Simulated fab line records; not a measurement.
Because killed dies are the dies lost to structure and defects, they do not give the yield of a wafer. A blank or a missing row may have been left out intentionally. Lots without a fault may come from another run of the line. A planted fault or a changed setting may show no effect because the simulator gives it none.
Comparing a struck lot with a sound one -- flow n5-finfet -- 36 steps out of a route of 1938
Sound: the wafers L993.1, L993.3, L993.5. The struck wafers were L990.1, L990.3, L990.4. Last of all comes the cause.
Per side, at each step with rows, come the tool, then ch with its chambers, and then its first start. Under that, the readings that differ: sound wafers -- struck wafers -- difference of the means -- sigmas: that difference in standard deviations of wafers without a fault.
alike: same words and numbers on both sides, and readings whose means sit less than 2 such deviations apart. not compared: any withheld reading, any reading some wafer has no value for, any bound like >300 that may hide the same value, and any number with overlapping values for which the record gives no deviation.
A row with sigmas, a row that says differs or no value, or rows on one side alone: a step with any of these is where the two part. When numbers do not overlap yet have no deviation, they are printed without sigmas and do not part them. Lack of a reading on every wafer of one side parts them only where that side has two or more wafers.

first, 9 steps without rows for these wafers: N5_BEOL_M4_ANNEAL_95 (time 240 s); N5_BEOL_M4_SPUTTER_96 (material Cu, target thk 4.5 nm, time 8.29 s); N5_BEOL_M4_ECD_50 (material Cu, target thk 300 nm); N5_BEOL_M4_ANNEAL_51 (time 90 s); N5_BEOL_M4_CMP_52 (polishes, stops on SiOC, t overpolish 6.8 s, target thk 40 nm); N5_BEOL_M4_PRE_CLEAN_60 (time 15 s); N5_BEOL_M4_CO_CAP_55 (material Co, precursor CCTBA/H2, target thk 2 nm, time 102.1 s); N5_BEOL_M4_PRE_CLEAN_56 (time 15 s); N5_BEOL_M4_DEP_57 (deposits SiCN from 3MS/NH3, target thk 8 nm, time 14 s).
N5_BEOL_M4_RC_MEAS_101:
  sound on prober-02 ch 0, day 14 01:37; struck on prober-02 ch 0, day 13 20:13
  alike: DIBL_N, DIBL_P, IOFF_N, IOFF_P, ION_N, ION_P, SS_N, SS_P, VT_N, VT_P
then, 24 steps without rows for these wafers: N5_BEOL_M5_ILD_DEP_00 (deposits SiCOH lowk from DEMS/porogen, target thk 140.64 nm, time 25.9 s); N5_BEOL_M5_CURE_79 (cures SiCOH lowk, time 240 s); N5_BEOL_M5_PECVD_70 (deposits SiO2 from TEOS/O2, target thk 16 nm, time 18 s); N5_BEOL_M5_HM_DEP_02 (deposits TiN, target thk 20 nm); N5_BEOL_M5_COAT_59 (time 60 s, resist thk 60 nm); N5_BEOL_M5_COAT_60 (time 60 s, resist thk 12 nm); N5_BEOL_M5_COAT_71 (time 60 s, resist thk 5 nm); N5_BEOL_M5_COAT_05 (resist thk 30 nm); N5_BEOL_M5_EBR_07; N5_BEOL_M5_SOFTBAKE_06 (time 60 s); N5_BEOL_M5_EXPOSE_08 (exposes mask M5, target cd 28 nm); N5_BEOL_M5_PEB_09 (peb time 60 s); N5_BEOL_M5_DEVELOP_10 (develop time 30 s); N5_BEOL_M5_DESCUM_16 (chemistry O2, time 7 s); N5_BEOL_M5_ETCH_72 (etches underlayer in N2/H2, target depth 6.5 nm, time 5.2 s); N5_BEOL_M5_ETCH_61 (etches SiARC in CF4, target depth 15.6 nm, time 26 s); N5_BEOL_M5_ETCH_62 (etches SOC in N2/H2, target depth 75 nm, overetch 15 nm, time 112.5 s); N5_BEOL_M5_STRIP_63 (strips in N2/H2); N5_BEOL_M5_STRIP_73 (strips in N2/H2); N5_BEOL_M5_STRIP_64 (strips in CF4); N5_BEOL_M5_HM_OPEN_17 (chemistry Cl2/BCl3, target TiN, target depth 20 nm, overetch 6 nm); N5_BEOL_M5_STRIP_19 (strips in O2); N5_BEOL_M5_COAT_65 (time 60 s, resist thk 60 nm); N5_BEOL_M5_COAT_66 (time 60 s, resist thk 12 nm).
N5_BEOL_M7_VIA_ETCH_34: etches SiCOH lowk in C4F6/O2, target depth 125.5 nm, time 50.5 s.
  sound on rie-diel-01 ch 0,3, day 15 03:30; struck on rie-diel-01 ch 0,1,2, day 15 04:19
  no value came back on the struck wafers for any of 7 readings (C4F6_flow_sccm (sccm), O2_flow_sccm (sccm) and others); on the sound wafers C4F6_flow_sccm (sccm) reads 10.031 10.043 10.031
reading,sound,struck,difference,sigmas
model.SiARC_of_BEOL_M7_COAT_64.thk-nm (nm),0 0 0,6.6 6.2 6.6,+6.5,
model.SOC_of_BEOL_M7_COAT_63.thk-nm (nm),54.2 54 54,60 59.8 59.8,+6,
  not compared: rf-hours-counter-h
-- record jumps: 3 days separate the struck wafers' starts on either side; left off in module BEOL_M7, taken up again in module PASSIVATION, whose first shown step is the route's number 1936 --
N5_PASSIVATION_PROBE_49:
  record: rows for the struck wafers here (prober-02, day 18 14:52), none for the sound ones

WHERE THEY PART
Last at N5_PASSIVATION_PROBE_49 as far as this record goes, first at N5_BEOL_M7_VIA_ETCH_34.

WHY: what the simulator had put in
Beginning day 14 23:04, the whole step at N5_BEOL_M7_VIA_ETCH_34 was skipped on rie-diel-01. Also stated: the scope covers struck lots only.
